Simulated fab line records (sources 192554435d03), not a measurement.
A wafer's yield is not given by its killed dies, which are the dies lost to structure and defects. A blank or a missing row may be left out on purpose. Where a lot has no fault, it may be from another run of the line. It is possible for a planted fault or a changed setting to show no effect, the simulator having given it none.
Comparing a struck lot with a sound one / flow n5_finfet / 36 steps out of a route of 1938
Sound: the wafers L612.2, L612.3, L612.4. Wafers L608.1, L608.3, L608.4 were the ones struck. The cause is given at the end.
Per side, at each step with rows, come the tool, then ch with its chambers, and then its first start. Under that, the readings that differ: sound wafers / struck wafers / difference of the means / sigmas: that difference in standard deviations of wafers without a fault.
alike: readings whose means differ by less than 2 such deviations, and words and numbers that are the same on both sides. not compared: withheld readings, readings that some wafer has no value for, bounds like >300 that may hide the same value, and numbers for which the record gives no deviation and whose values overlap.
Wherever a step has rows on one side only, a row that says differs or no value, or a row with sigmas, the two part there. Numbers that don't overlap but have no deviation are shown without sigmas and don't part them. Lack of a reading on every wafer of one side parts them only where that side has two or more wafers.

first, 8 steps without rows for these wafers: N5_BEOL_M1_ECD_50 (material Cu, target thk 300 nm); N5_BEOL_M1_ANNEAL_51 (time 90 s); N5_BEOL_M1_CMP_52 (polishes, stops on SiOC, t overpolish 6.8 s, target thk 40 nm); N5_BEOL_M1_PRE_CLEAN_60 (time 15 s); N5_BEOL_M1_CO_CAP_55 (material Co, precursor CCTBA/H2, target thk 2 nm, time 102.1 s); N5_BEOL_M1_PRE_CLEAN_56 (time 15 s); N5_BEOL_M1_DEP_57 (deposits SiCN from 3MS/NH3, target thk 8 nm, time 14 s); N5_BEOL_M2_ILD_DEP_00 (deposits SiOC from DEMS/O2, target thk 79 nm, time 15.3 s).
N5_BEOL_M2_PECVD_72: deposits SiO2 from TEOS/O2, target thk 16 nm, time 18 s.
  sound on pecvd-01 ch 0,1,2, day 10 14:24; struck on pecvd-02 ch 0,2, day 9 03:40
  no value came back on the struck wafers for any of 5 readings (chamber_pressure_Torr (Torr), heater_power_outer_w (W) and others); on the sound wafers chamber_pressure_Torr (Torr) reads 5.468 5.482 5.477
then, 25 steps without rows for these wafers: N5_BEOL_M2_HM_DEP_02 (deposits TiN, target thk 20 nm); N5_BEOL_M2_COAT_61 (time 60 s, resist thk 60 nm); N5_BEOL_M2_COAT_62 (time 60 s, resist thk 12 nm); N5_BEOL_M2_COAT_73 (time 60 s, resist thk 5 nm); N5_BEOL_M2_COAT_05 (resist thk 30 nm); N5_BEOL_M2_EBR_07; N5_BEOL_M2_SOFTBAKE_06 (time 60 s); N5_BEOL_M2_EXPOSE_08 (exposes mask M2); N5_BEOL_M2_PEB_09 (peb time 60 s); N5_BEOL_M2_DEVELOP_10 (develop time 30 s); N5_BEOL_M2_DESCUM_16 (chemistry O2, time 7 s); N5_BEOL_M2_ETCH_74 (etches underlayer in N2/H2, target depth 6.5 nm, time 5.2 s); N5_BEOL_M2_ETCH_63 (etches SiARC in CF4, target depth 15.6 nm, time 26 s); N5_BEOL_M2_ETCH_64 (etches SOC in N2/H2, target depth 75 nm, overetch 22.5 nm, time 121.9 s); N5_BEOL_M2_STRIP_65 (strips in N2/H2); N5_BEOL_M2_STRIP_75 (strips in N2/H2); N5_BEOL_M2_STRIP_66 (strips in CF4); N5_BEOL_M2_HM_OPEN_17 (chemistry Cl2/BCl3, target TiN, target depth 20 nm, overetch 6 nm); N5_BEOL_M2_STRIP_19 (strips in O2); N5_BEOL_M2_COAT_67 (time 60 s, resist thk 60 nm); N5_BEOL_M2_COAT_68 (time 60 s, resist thk 12 nm); N5_BEOL_M2_COAT_76 (time 60 s, resist thk 5 nm); N5_BEOL_M2_COAT_22 (resist thk 30 nm); N5_BEOL_M2_EBR_24; N5_BEOL_M2_SOFTBAKE_23 (time 60 s).
-- record jumps: 2 days separate the struck wafers' starts on either side; left off in module BEOL_M2, taken up again in module BEOL_M4, whose first shown step is the route's number 1111 --
N5_BEOL_M4_RC_MEAS_101:
  sound on prober-02 ch 0, day 12 16:21; struck on prober-02 ch 0, day 11 05:34
reading=IOFF_N (nA/um); sound=0.176 0.196 0.249; struck=0.117 0.134 0.125; difference=-0.082; sigmas=-3
  alike: DIBL_N, DIBL_P, IOFF_P, ION_N, ION_P, SS_N, SS_P, VT_N, VT_P
-- here the record skips 5 days between the struck wafers' starts before and after, leaving off in module BEOL_M4 and picking up in module PASSIVATION (first step shown: number 1936 of the route) --
N5_PASSIVATION_PROBE_49:
  sound: prober-02 at day 17 11:47; struck: prober-02 at day 16 16:46
reading=defect_limited_yield (%); sound=91.2 91.7 90.4; struck=66.4 66.3 64.8; difference=-25.3; sigmas=-18
reading=killed_at_M0_to_M3; sound=43 39 50; struck=327 347 360; difference=+301; sigmas=+30
reading=killed_dies; sound=104 98 113; struck=397 398 415; difference=+298; sigmas=+19
reading=killed_on_rim; sound=11 14 9; struck=91 93 86; difference=+79; sigmas=+19
reading=sort_bin_5_function (%); sound=5.1 5.2 5.8; struck=30.1 31.4 31.8; difference=+25.7; sigmas=+29
reading=sort_n_pass; sound=1076 1082 1067; struck=783 782 764; difference=-299; sigmas=-18
reading=sort_yield_pct (%); sound=91.2 91.7 90.4; struck=66.4 66.3 64.7; difference=-25.3; sigmas=-17
  alike: killed_at_M4_up, killed_at_contacts, killed_at_front_end, killed_at_other, killed_open, killed_short, sort_bin_6_memory, sort_bin_8_speed

== WHERE THEY PART ==
At N5_BEOL_M2_PECVD_72 first; at N5_PASSIVATION_PROBE_49 last (within this record only).

WHY: the cause the simulator had injected
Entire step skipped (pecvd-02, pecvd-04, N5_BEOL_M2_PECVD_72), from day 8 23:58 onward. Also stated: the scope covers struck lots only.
